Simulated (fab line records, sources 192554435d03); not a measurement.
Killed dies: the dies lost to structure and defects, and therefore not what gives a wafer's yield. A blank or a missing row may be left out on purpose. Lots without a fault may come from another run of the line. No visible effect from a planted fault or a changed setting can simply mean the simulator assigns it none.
Matching of chambers -- flow n5-finfet -- ald-metal-04 running N5_HKMG_FIN_NWFM_ALD_20: 4 sister chambers
The step deposits TiAlC, target thk 2 nm, pulse time 3 s, purge time 2 s. 8 wafers are shown with their chamber, then 8 later ones without.

## WAFERS PAIRED WITH THEIR CHAMBERS
wafer,chamber,heater-power-w (W),precursor-pulse-height-rel
L078.3,2,467,1.002
L083.1,1,442,0.995
L085.4,3,460,1.025
L085.5,3,458,0.987
L086.2,0,464,0.989
L086.4,2,469,1.004
L086.6,1,447,0.990
L093.1,0,453,0.994

## WAFERS WHOSE CHAMBER IS MISSING
wafer,heater-power-w (W),precursor-pulse-height-rel
L093.4,473,0.992
L093.6,457,0.985
L095.3,440,0.990
L095.5,448,1.030
L095.6,451,1.001
L096.2,479,1.007
L096.3,465,1.000
L096.5,457,1.009

## EACH ONE'S CHAMBER
wafer,from the rows above,in truth
L093.4,can't be placed: 2 or 0 or 3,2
L093.6,can't be placed: 0 or 3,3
L095.3,1,1
L095.5,can't be placed: 1 or 3 or 0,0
L095.6,can't be placed: 1 or 0 or 3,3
L096.2,2,2
L096.3,can't be placed: 2 or 3 or 0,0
L096.5,can't be placed: 3 or 0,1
Correct placement for 2 of the 8. From these rows, 6 cannot be placed; in 5 the true chamber is one of the candidates. 0 placed wrongly.
How it was worked out, from the rows above alone: a wafer's distance from a chamber is the root of the sum, over the readings, of the square of ((its reading less the chamber's mean) divided by the reading's scatter). The wafer belongs to the nearest chamber; if the next one is less than 2 further off, it can't be placed. Each chamber's mean is taken over the wafers shown for it. The scatter: the root of (the sum of the squares of (reading less its chamber's mean) over the shown wafers, divided by (wafers less chambers)).
